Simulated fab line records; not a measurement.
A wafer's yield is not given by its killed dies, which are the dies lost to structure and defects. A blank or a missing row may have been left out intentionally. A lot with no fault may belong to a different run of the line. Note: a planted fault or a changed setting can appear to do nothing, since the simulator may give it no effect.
The tool behind it: which one? :: flow n5Finfet :: 7 lots with 21 wafers sampled at 8 steps, on a route of 1938 steps

WHAT THE GAUGES READ, wafer by wafer
N5_BEOL_M5_CD_MEAS_28: target cd 30.6 nm, target cd y 20 nm. Usual: cdNm reads 30.56 nm (standard deviation 0.21).
lot: L863
measured: day 8 12:38
on: cdSem-02
cdNm (nm): 30.68 30.90 30.42
flag: 

lot: L866
measured: day 9 05:55
on: cdSem-01
cdNm (nm): 30.39 30.67 30.26
flag: 

lot: L872
measured: day 11 01:11
on: cdSem-02
cdNm (nm): 30.48 30.38 30.60
flag: 

lot: L873
measured: day 11 05:10
on: cdSem-02
cdNm (nm): 30.54 30.66 30.63
flag: 

lot: L875
measured: day 11 11:29
on: cdSem-03
cdNm (nm): 30.49 30.54 30.51
flag: 

lot: L878
measured: day 12 02:11
on: cdSem-01
cdNm (nm): 30.02 30.48 30.57
flag: 

lot: L883
measured: day 14 13:40
on: cdSem-01
cdNm (nm): 30.81 30.46 30.77
flag: 

N5_BEOL_M5_OVL_MEAS_29. Usual: V4_OVL 0.1 nm, standard deviation 0.66.
lot: L863
measured: day 8 12:40
on: overlay-02
V4_OVL (nm): 0.6 -0.4 0.8
flag: 

lot: L866
measured: day 9 05:56
on: overlay-02
V4_OVL (nm): 0.6 1.9 0.8
flag: 

lot: L872
measured: day 11 01:13
on: overlay-02
V4_OVL (nm): 0.0 -0.2 0.4
flag: 

lot: L873
measured: day 11 05:12
on: overlay-01
V4_OVL (nm): -0.3 0.1 0.8
flag: 

lot: L875
measured: day 11 11:31
on: overlay-02
V4_OVL (nm): -0.8 -0.2 -0.7
flag: 

lot: L878
measured: day 12 02:14
on: overlay-01
V4_OVL (nm): -0.3 0.2 -0.9
flag: 

lot: L883
measured: day 14 13:42
on: overlay-01
V4_OVL (nm): 0.2 0.6 0.4
flag: 

N5_BEOL_M5_OCD_MEAS_38. Usual: trenchDepthNm reads 70.9 nm (standard deviation 1.3).
lot: L863
measured: day 8 13:11
on: ocd-02
trenchDepthNm (nm): 70.8 71.7 71.8
flag: 

lot: L866
measured: day 9 06:27
on: ocd-01
trenchDepthNm (nm): 72.0 73.2 72.0
flag: 

lot: L872
measured: day 11 01:43
on: ocd-02
trenchDepthNm (nm): 68.9 70.1 69.7
flag: 

lot: L873
measured: day 11 06:04
on: ocd-02
trenchDepthNm (nm): 72.2 72.3 97.8
flag: OFF

lot: L875
measured: day 11 12:02
on: ocd-02
trenchDepthNm (nm): 72.2 70.3 96.7
flag: OFF

lot: L878
measured: day 12 02:44
on: ocd-02
trenchDepthNm (nm): 70.5 73.3 72.9
flag: 

lot: L883
measured: day 14 14:12
on: ocd-02
trenchDepthNm (nm): 74.5 70.0 71.6
flag: 

N5_BEOL_M5_THK_MEAS_53: measures by xrf. Usual: M5_THK 62.2 nm, standard deviation 1.6.
lot: L863
measured: day 8 19:39
on: filmMetro-02
M5_THK (nm): 61.7 63.8 63.0
flag: 

lot: L866
measured: day 9 13:04
on: filmMetro-01
M5_THK (nm): 62.0 64.3 62.3
flag: 

lot: L872
measured: day 11 08:29
on: filmMetro-02
M5_THK (nm): 60.7 61.2 60.1
flag: 

lot: L873
measured: day 11 13:28
on: filmMetro-02
M5_THK (nm): 66.4 65.0 92.4
flag: OFF

lot: L875
measured: day 11 18:32
on: filmMetro-01
M5_THK (nm): 60.2 60.9 85.9
flag: OFF

lot: L878
measured: day 12 09:49
on: filmMetro-01
M5_THK (nm): 60.9 63.5 61.6
flag: 

lot: L883
measured: day 14 21:17
on: filmMetro-01
M5_THK (nm): 64.5 62.8 62.5
flag: 

N5_BEOL_M5_RS_MEAS_57: uses a four-point probe to measure. Usual: M5_RS 0.390 ohm/sq, standard deviation 0.012.
lot: L863
measured: day 8 19:59
on: filmMetro-01
M5_RS (ohm/sq): 0.395 0.378 0.385
flag: 

lot: L866
measured: day 9 13:21
on: filmMetro-01
M5_RS (ohm/sq): 0.391 0.372 0.389
flag: 

lot: L872
measured: day 11 08:44
on: filmMetro-01
M5_RS (ohm/sq): 0.406 0.405 0.412
flag: 

lot: L873
measured: day 11 13:43
on: filmMetro-01
M5_RS (ohm/sq): 0.368 0.379 0.248
flag: OFF

lot: L875
measured: day 11 18:50
on: filmMetro-02
M5_RS (ohm/sq): 0.402 0.395 0.263
flag: OFF

lot: L878
measured: day 12 10:04
on: filmMetro-01
M5_RS (ohm/sq): 0.397 0.375 0.390
flag: 

lot: L883
measured: day 14 21:32
on: filmMetro-01
M5_RS (ohm/sq): 0.370 0.382 0.382
flag: 

N5_BEOL_M15_RC_MEAS_101. Usual: COMB_M10 1.5e-11 S/m, standard deviation 3.1e-12; COMB_M11 1.4e-11 S/m, standard deviation 3.1e-12; COMB_M12 6.3e-12 S/m, standard deviation 1.3e-12; COMB_M13 4.6e-12 S/m, standard deviation 9.7e-13; COMB_M13_max_site 6.7e-12 S/m, standard deviation 1.7e-12; COMB_M14 3.5e-12 S/m, standard deviation 8e-13; COMB_M15 2.3e-12 S/m, standard deviation 4.8e-13; COMB_M6 2.4e-11 S/m, standard deviation 5e-12; COMB_M7 2.5e-11 S/m, standard deviation 5e-12; COMB_M8 2.5e-11 S/m, standard deviation 5.1e-12; COMB_M9 1.5e-11 S/m, standard deviation 3.3e-12; SERP_M10 3.07 ohm/um, standard deviation 0.086; SERP_M11 3.13 ohm/um, standard deviation 0.088; SERP_M12 0.628 ohm/um, standard deviation 0.014; SERP_M12_max_site 0.641 ohm/um, standard deviation 0.015; SERP_M13 0.312 ohm/um, standard deviation 0.0069; SERP_M14 0.161 ohm/um, standard deviation 0.0044; SERP_M5 38.8 ohm/um, standard deviation 1.7; SERP_M5_max_site 40.4 ohm/um, standard deviation 1.8; SERP_M6 13.9 ohm/um, standard deviation 0.61; SERP_M7 14.1 ohm/um, standard deviation 0.55; SERP_M8 14.0 ohm/um, standard deviation 0.56; SERP_M9 3.06 ohm/um, standard deviation 0.085.
lot: L863
measured: day 11 23:58
on: prober-01
COMB_M10 (S/m): 1.3e-11 7e-12 1.1e-11
COMB_M11 (S/m): 1.4e-11 1.1e-11 1.1e-11
COMB_M12 (S/m): 4.6e-12 6.6e-12 4.6e-12
COMB_M13 (S/m): 3.9e-12 5.6e-12 5.6e-12
COMB_M13_max_site (S/m): 6.2e-12 6.5e-12 7.7e-12
COMB_M14 (S/m): 3.3e-12 3.9e-12 4e-12
COMB_M15 (S/m): 2.4e-12 2.6e-12 2.8e-12
COMB_M6 (S/m): 1.5e-11 2.2e-11 1.8e-11
COMB_M7 (S/m): 2.7e-11 2.9e-11 2.7e-11
COMB_M8 (S/m): 2.7e-11 1.7e-11 2.2e-11
COMB_M9 (S/m): 1e-11 1.3e-11 1.9e-11
SERP_M10 (ohm/um): 3.01 2.92 3.05
SERP_M11 (ohm/um): 3.04 3.09 3.04
SERP_M12 (ohm/um): 0.620 0.623 0.620
SERP_M12_max_site (ohm/um): 0.631 0.632 0.635
SERP_M13 (ohm/um): 0.310 0.302 0.310
SERP_M14 (ohm/um): 0.160 0.161 0.161
SERP_M5 (ohm/um): 38.8 39.8 37.9
SERP_M5_max_site (ohm/um): 40.7 41.2 39.6
SERP_M6 (ohm/um): 13.6 13.7 14.7
SERP_M7 (ohm/um): 14.0 14.0 13.7
SERP_M8 (ohm/um): 14.1 13.7 13.6
SERP_M9 (ohm/um): 2.96 2.98 3.09
flag: 

lot: L866
measured: day 12 14:16
on: prober-02
COMB_M10 (S/m): 1.2e-11 1.3e-11 1.7e-11
COMB_M11 (S/m): 1.4e-11 1.6e-11 1.1e-11
COMB_M12 (S/m): 4.9e-12 6.8e-12 7.7e-12
COMB_M13 (S/m): 5.2e-12 4.8e-12 3.7e-12
COMB_M13_max_site (S/m): 5.8e-12 6.1e-12 5e-12
COMB_M14 (S/m): 4e-12 3.2e-12 4.3e-12
COMB_M15 (S/m): 2.4e-12 2.5e-12 2.5e-12
COMB_M6 (S/m): 2.4e-11 2.3e-11 2.8e-11
COMB_M7 (S/m): 2.6e-11 3.4e-11 2.7e-11
COMB_M8 (S/m): 2.3e-11 2e-11 2.1e-11
COMB_M9 (S/m): 1.7e-11 1.4e-11 1e-11
SERP_M10 (ohm/um): 3.12 3.05 3.07
SERP_M11 (ohm/um): 3.01 2.91 2.98
SERP_M12 (ohm/um): 0.648 0.638 0.630
SERP_M12_max_site (ohm/um): 0.667 0.650 0.639
SERP_M13 (ohm/um): 0.310 0.309 0.314
SERP_M14 (ohm/um): 0.157 0.162 0.160
SERP_M5 (ohm/um): 37.8 36.6 38.5
SERP_M5_max_site (ohm/um): 38.9 38.5 40.0
SERP_M6 (ohm/um): 13.0 13.9 14.0
SERP_M7 (ohm/um): 14.2 14.3 13.8
SERP_M8 (ohm/um): 13.7 13.4 13.1
SERP_M9 (ohm/um): 3.01 3.12 3.07
flag: 

lot: L872
measured: day 13 23:47
on: prober-01
COMB_M10 (S/m): 1.3e-11 1.9e-11 1.3e-11
COMB_M11 (S/m): 1.7e-11 1.7e-11 1.5e-11
COMB_M12 (S/m): 5.9e-12 4.6e-12 5.8e-12
COMB_M13 (S/m): 5.2e-12 2.5e-12 5.3e-12
COMB_M13_max_site (S/m): 6.7e-12 3.4e-12 8.4e-12
COMB_M14 (S/m): 3.1e-12 3.5e-12 3.1e-12
COMB_M15 (S/m): 2e-12 1.4e-12 2.2e-12
COMB_M6 (S/m): 2.3e-11 2e-11 2.2e-11
COMB_M7 (S/m): 1.7e-11 2.7e-11 3.2e-11
COMB_M8 (S/m): 2.4e-11 2.2e-11 2.4e-11
COMB_M9 (S/m): 1.4e-11 1.1e-11 1.2e-11
SERP_M10 (ohm/um): 3.01 3.13 2.93
SERP_M11 (ohm/um): 3.13 3.04 3.10
SERP_M12 (ohm/um): 0.622 0.640 0.628
SERP_M12_max_site (ohm/um): 0.636 0.652 0.630
SERP_M13 (ohm/um): 0.305 0.309 0.317
SERP_M14 (ohm/um): 0.158 0.158 0.157
SERP_M5 (ohm/um): 40.5 40.6 40.7
SERP_M5_max_site (ohm/um): 42.7 42.2 43.0
SERP_M6 (ohm/um): 14.6 14.1 14.0
SERP_M7 (ohm/um): 14.2 13.7 14.2
SERP_M8 (ohm/um): 13.9 14.0 15.0
SERP_M9 (ohm/um): 2.92 3.02 3.09
flag: 

lot: L873
measured: day 14 08:33
on: prober-02
COMB_M10 (S/m): 1.9e-11 1.7e-11 1.5e-11
COMB_M11 (S/m): 1.1e-11 1.1e-11 1.1e-11
COMB_M12 (S/m): 6.2e-12 8.4e-12 7.6e-12
COMB_M13 (S/m): 4.6e-12 3.1e-12 4.1e-12
COMB_M13_max_site (S/m): 5.7e-12 4.1e-12 6.5e-12
COMB_M14 (S/m): 2.5e-12 5.2e-12 2.8e-12
COMB_M15 (S/m): 2.4e-12 2.9e-12 2.6e-12
COMB_M6 (S/m): 1.9e-11 2e-11 2.4e-11
COMB_M7 (S/m): 2.5e-11 2.1e-11 2.8e-11
COMB_M8 (S/m): 3.5e-11 2.1e-11 2.8e-11
COMB_M9 (S/m): 2e-11 1.2e-11 1.8e-11
SERP_M10 (ohm/um): 3.06 3.06 3.03
SERP_M11 (ohm/um): 3.05 3.15 3.10
SERP_M12 (ohm/um): 0.635 0.636 0.655
SERP_M12_max_site (ohm/um): 0.656 0.641 0.680
SERP_M13 (ohm/um): 0.324 0.312 0.327
SERP_M14 (ohm/um): 0.163 0.166 0.164
SERP_M5 (ohm/um): 35.3 38.8 24.8
SERP_M5_max_site (ohm/um): 36.0 39.9 25.7
SERP_M6 (ohm/um): 14.5 13.9 13.2
SERP_M7 (ohm/um): 14.5 13.2 13.3
SERP_M8 (ohm/um): 13.1 14.0 13.8
SERP_M9 (ohm/um): 3.14 3.14 3.02
flag: OFF

lot: L875
measured: day 14 13:10
on: prober-02
COMB_M10 (S/m): 2e-11 1.9e-11 1.5e-11
COMB_M11 (S/m): 1.2e-11 1.3e-11 9e-12
COMB_M12 (S/m): 4.1e-12 7.5e-12 8e-12
COMB_M13 (S/m): 3.6e-12 3.7e-12 5.4e-12
COMB_M13_max_site (S/m): 5.2e-12 5e-12 6.5e-12
COMB_M14 (S/m): 2.8e-12 2.9e-12 3e-12
COMB_M15 (S/m): 2.4e-12 2e-12 3.6e-12
COMB_M6 (S/m): 2.5e-11 2.3e-11 2.7e-11
COMB_M7 (S/m): 2.9e-11 2.8e-11 3.1e-11
COMB_M8 (S/m): 2.7e-11 2.7e-11 3e-11
COMB_M9 (S/m): 1.3e-11 1.1e-11 1e-11
SERP_M10 (ohm/um): 2.98 3.07 3.13
SERP_M11 (ohm/um): 3.10 3.16 3.08
SERP_M12 (ohm/um): 0.631 0.613 0.610
SERP_M12_max_site (ohm/um): 0.641 0.628 0.629
SERP_M13 (ohm/um): 0.317 0.316 0.315
SERP_M14 (ohm/um): 0.160 0.160 0.159
SERP_M5 (ohm/um): 39.5 38.7 26.6
SERP_M5_max_site (ohm/um): 41.3 40.0 27.6
SERP_M6 (ohm/um): 14.5 14.8 14.2
SERP_M7 (ohm/um): 14.5 14.1 13.9
SERP_M8 (ohm/um): 15.0 14.3 14.9
SERP_M9 (ohm/um): 3.07 3.10 3.09
flag: 

lot: L878
measured: day 15 04:41
on: prober-01
COMB_M10 (S/m): 1.5e-11 1.5e-11 1.4e-11
COMB_M11 (S/m): 1.6e-11 1.4e-11 1.7e-11
COMB_M12 (S/m): 7.1e-12 4.2e-12 4e-12
COMB_M13 (S/m): 5.1e-12 7.1e-12 6.8e-12
COMB_M13_max_site (S/m): 7e-12 1.14e-11 8e-12
COMB_M14 (S/m): 3.4e-12 4.6e-12 3.9e-12
COMB_M15 (S/m): 2.2e-12 1.9e-12 2.8e-12
COMB_M6 (S/m): 2.3e-11 1.9e-11 2.7e-11
COMB_M7 (S/m): 2.9e-11 3.1e-11 2.7e-11
COMB_M8 (S/m): 2e-11 3e-11 2.7e-11
COMB_M9 (S/m): 8e-12 1.5e-11 1e-11
SERP_M10 (ohm/um): 3.09 3.04 3.16
SERP_M11 (ohm/um): 3.09 3.20 3.14
SERP_M12 (ohm/um): 0.629 0.604 0.607
SERP_M12_max_site (ohm/um): 0.650 0.630 0.620
SERP_M13 (ohm/um): 0.308 0.307 0.320
SERP_M14 (ohm/um): 0.168 0.171 0.168
SERP_M5 (ohm/um): 39.6 37.3 39.5
SERP_M5_max_site (ohm/um): 40.4 38.6 40.7
SERP_M6 (ohm/um): 12.3 13.4 13.4
SERP_M7 (ohm/um): 13.6 13.7 13.5
SERP_M8 (ohm/um): 13.7 14.5 13.9
SERP_M9 (ohm/um): 3.06 2.88 3.07
flag: 

lot: L883
measured: day 18 11:51
on: prober-01
COMB_M10 (S/m): 1.8e-11 1.4e-11 1.6e-11
COMB_M11 (S/m): 1.4e-11 1.4e-11 1.4e-11
COMB_M12 (S/m): 5.3e-12 5.3e-12 5.7e-12
COMB_M13 (S/m): 4.1e-12 5.2e-12 7.4e-12
COMB_M13_max_site (S/m): 6.9e-12 7.9e-12 1.2e-11
COMB_M14 (S/m): 3.5e-12 3.2e-12 3.9e-12
COMB_M15 (S/m): 1.8e-12 2.2e-12 1.5e-12
COMB_M6 (S/m): 2.3e-11 2.8e-11 2.2e-11
COMB_M7 (S/m): 2.6e-11 2.3e-11 2.1e-11
COMB_M8 (S/m): 2.5e-11 2.8e-11 2.4e-11
COMB_M9 (S/m): 1.4e-11 1.6e-11 1.8e-11
SERP_M10 (ohm/um): 3.04 3.05 3.03
SERP_M11 (ohm/um): 3.30 3.32 3.17
SERP_M12 (ohm/um): 0.609 0.638 0.633
SERP_M12_max_site (ohm/um): 0.619 0.652 0.640
SERP_M13 (ohm/um): 0.317 0.315 0.316
SERP_M14 (ohm/um): 0.162 0.167 0.152
SERP_M5 (ohm/um): 37.3 38.3 37.7
SERP_M5_max_site (ohm/um): 41.8 41.0 39.5
SERP_M6 (ohm/um): 13.4 12.7 14.1
SERP_M7 (ohm/um): 13.0 14.5 13.7
SERP_M8 (ohm/um): 14.0 13.8 14.1
SERP_M9 (ohm/um): 3.25 3.02 3.20
flag: 

TOOL THAT RAN EACH LOT (tool first, then ch and the chambers of the sampled wafers, then the start)
lot: L863
N5_BEOL_M5_ETCH_75: rieDiel-06 ch 0,3, day 8 12:48
N5_BEOL_M5_TRENCH_ETCH_37: rieDiel-06 ch 0,3, day 8 13:02

lot: L866
N5_BEOL_M5_ETCH_75: rieDiel-06 ch 1,3, day 9 06:04
N5_BEOL_M5_TRENCH_ETCH_37: rieDiel-06 ch 1,3, day 9 06:17

lot: L872
N5_BEOL_M5_ETCH_75: rieDiel-04 ch 0,1,3, day 11 01:20
N5_BEOL_M5_TRENCH_ETCH_37: rieDiel-04 ch 0,1,3, day 11 01:34

lot: L873
N5_BEOL_M5_ETCH_75: rieDiel-06 ch 0,1,2, day 11 05:41
N5_BEOL_M5_TRENCH_ETCH_37: rieDiel-06 ch 0,1,2, day 11 05:55

lot: L875
N5_BEOL_M5_ETCH_75: rieDiel-06 ch 0,1,2, day 11 11:38
N5_BEOL_M5_TRENCH_ETCH_37: rieDiel-06 ch 0,1,2, day 11 11:52

lot: L878
N5_BEOL_M5_ETCH_75: rieDiel-02 ch 0,2,3, day 12 02:21
N5_BEOL_M5_TRENCH_ETCH_37: rieDiel-02 ch 0,2,3, day 12 02:35

lot: L883
N5_BEOL_M5_ETCH_75: rieDiel-06 ch 0,2,3, day 14 13:49
N5_BEOL_M5_TRENCH_ETCH_37: rieDiel-06 ch 0,2,3, day 14 14:03
- N5_BEOL_M5_ETCH_75: etches underlayer in N2/H2, target depth 6.5 nm, time 5.2 s.
- N5_BEOL_M5_TRENCH_ETCH_37: etches SiCOH lowk in C4F6/O2, target depth 71.652 nm, time 24.7 s.

WHAT THE TOOLS THEMSELVES READ (means of the sampled wafers that have a number; where no wafer has one, the mark that the record gives instead)
N5_BEOL_M5_ETCH_75. Usual: biasW 150.0 W, standard deviation 0.5; drypumpMotorCurrentA 5.6 A, standard deviation 0.35; etchRfOnTimeS 5.26 s, standard deviation 0.1; h2FlowSccm 200.0 sccm, standard deviation 0.63; oesProductAu 0.65 a.u., standard deviation 0.058; rfVppV 523.8 V, standard deviation 2.5; showerheadPlenumPTorr 2.54 Torr, standard deviation 0.073; throttleValvePct 17.88 %, standard deviation 0.22.
lot: L863
tool: rieDiel-06
biasW (W): 149.9
drypumpMotorCurrentA (A): 5.4
etchRfOnTimeS (s): 5.17
h2FlowSccm (sccm): 199.9
oesProductAu (a.u.): 0.61
rfVppV (V): 522.7
showerheadPlenumPTorr (Torr): 2.50
throttleValvePct (%): 18.06
flag: 

lot: L866
tool: rieDiel-06
biasW (W): 150.2
drypumpMotorCurrentA (A): 5.4
etchRfOnTimeS (s): 5.23
h2FlowSccm (sccm): 200.1
oesProductAu (a.u.): 0.64
rfVppV (V): 521.5
showerheadPlenumPTorr (Torr): 2.50
throttleValvePct (%): 18.06
flag: 

lot: L872
tool: rieDiel-04
biasW (W): 150.3
drypumpMotorCurrentA (A): 5.7
etchRfOnTimeS (s): 5.35
h2FlowSccm (sccm): 199.5
oesProductAu (a.u.): 0.63
rfVppV (V): 524.4
showerheadPlenumPTorr (Torr): 2.54
throttleValvePct (%): 17.83
flag: 

lot: L873
tool: rieDiel-06
biasW (W): 150.0
drypumpMotorCurrentA (A): 5.5
etchRfOnTimeS (s): 5.23
h2FlowSccm (sccm): 200.4
oesProductAu (a.u.): 0.64
rfVppV (V): 523.2
showerheadPlenumPTorr (Torr): 2.54
throttleValvePct (%): 17.87
flag: 

lot: L875
tool: rieDiel-06
biasW (W): 149.7
drypumpMotorCurrentA (A): 5.5
etchRfOnTimeS (s): 5.19
h2FlowSccm (sccm): 199.6
oesProductAu (a.u.): 0.64
rfVppV (V): 524.6
showerheadPlenumPTorr (Torr): 2.54
throttleValvePct (%): 17.86
flag: 

lot: L878
tool: rieDiel-02
biasW (W): 149.9
drypumpMotorCurrentA (A): 5.4
etchRfOnTimeS (s): 5.17
h2FlowSccm (sccm): 200.0
oesProductAu (a.u.): 0.67
rfVppV (V): 523.5
showerheadPlenumPTorr (Torr): 2.57
throttleValvePct (%): 17.91
flag: 

lot: L883
tool: rieDiel-06
biasW (W): 149.8
drypumpMotorCurrentA (A): 5.5
etchRfOnTimeS (s): 5.19
h2FlowSccm (sccm): 199.9
oesProductAu (a.u.): 0.69
rfVppV (V): 523.0
showerheadPlenumPTorr (Torr): 2.50
throttleValvePct (%): 17.83
flag: 

N5_BEOL_M5_TRENCH_ETCH_37. Usual: for biasW, 185.1 W with a standard deviation of 0.57; for drypumpMotorCurrentA, 5.6 A with a standard deviation of 0.35; for oesProductAu, 0.77 a.u. with a standard deviation of 0.069; for rfVppV, 662 V with a standard deviation of 12; for runLengthS, 47.9 s with a standard deviation of 0.43; for showerheadPlenumPTorr, 2.84 Torr with a standard deviation of 0.08; for throttleValvePct, 20.87 % with a standard deviation of 0.2.
lot: L863
tool: rieDiel-06
biasW (W): 184.7
drypumpMotorCurrentA (A): 5.4
oesProductAu (a.u.): 0.72
rfVppV (V): 658
runLengthS (s): 47.7
showerheadPlenumPTorr (Torr): 2.79
throttleValvePct (%): 21.09
flag: 

lot: L866
tool: rieDiel-06
biasW (W): 185.6
drypumpMotorCurrentA (A): 5.4
oesProductAu (a.u.): 0.76
rfVppV (V): 654
runLengthS (s): 47.5
showerheadPlenumPTorr (Torr): 2.79
throttleValvePct (%): 21.04
flag: 

lot: L872
tool: rieDiel-04
biasW (W): 185.0
drypumpMotorCurrentA (A): 5.7
oesProductAu (a.u.): 0.74
rfVppV (V): 672
runLengthS (s): 48.0
showerheadPlenumPTorr (Torr): 2.83
throttleValvePct (%): 20.77
flag: 

lot: L873
tool: rieDiel-06
biasW (W): 185.3
drypumpMotorCurrentA (A): 5.5
oesProductAu (a.u.): 0.76
rfVppV (V): 662
runLengthS (s): 50.6
showerheadPlenumPTorr (Torr): 2.84
throttleValvePct (%): 20.93
flag: OFF

lot: L875
tool: rieDiel-06
biasW (W): 185.3
drypumpMotorCurrentA (A): 5.5
oesProductAu (a.u.): 0.76
rfVppV (V): 661
runLengthS (s): 50.8
showerheadPlenumPTorr (Torr): 2.84
throttleValvePct (%): 20.93
flag: OFF

lot: L878
tool: rieDiel-02
biasW (W): 185.2
drypumpMotorCurrentA (A): 5.4
oesProductAu (a.u.): 0.79
rfVppV (V): 650
runLengthS (s): 48.3
showerheadPlenumPTorr (Torr): 2.84
throttleValvePct (%): 20.78
flag: 

lot: L883
tool: rieDiel-06
biasW (W): 185.5
drypumpMotorCurrentA (A): 5.5
oesProductAu (a.u.): 0.82
rfVppV (V): 661
runLengthS (s): 47.9
showerheadPlenumPTorr (Torr): 2.80
throttleValvePct (%): 20.92
flag: 

THE ANSWER, worked out from the rows above alone
Rule: lot off if the mean of its wafers having a number is beyond 3 standard deviations from the usual mean. A lot without any number at a reading at which 4 lots or more have one is off too. Any other lot the step has rows for is counted as sound. First the gauges in route order, then the tools' own readings, where a lot's mean is used as printed above. The first step at which some lot is off is used, and at that step the reading that is off furthest; a lot without a number counts as furthest.
Off, at N5_BEOL_M5_OCD_MEAS_38 on trenchDepthNm: L873, L875.
If a tool, at a process step before that reading, ran all the lots that are off and no sound lot after the first of them, it fits. Not tried: the gauges at N5_BEOL_M5_OCD_MEAS_38; whatever is off there is also off at N5_BEOL_M5_THK_MEAS_53, on other tools, and gauge error can't account for it. No candidate that was tried fits.

WHAT HAD BEEN PUT IN BY THE SIMULATOR
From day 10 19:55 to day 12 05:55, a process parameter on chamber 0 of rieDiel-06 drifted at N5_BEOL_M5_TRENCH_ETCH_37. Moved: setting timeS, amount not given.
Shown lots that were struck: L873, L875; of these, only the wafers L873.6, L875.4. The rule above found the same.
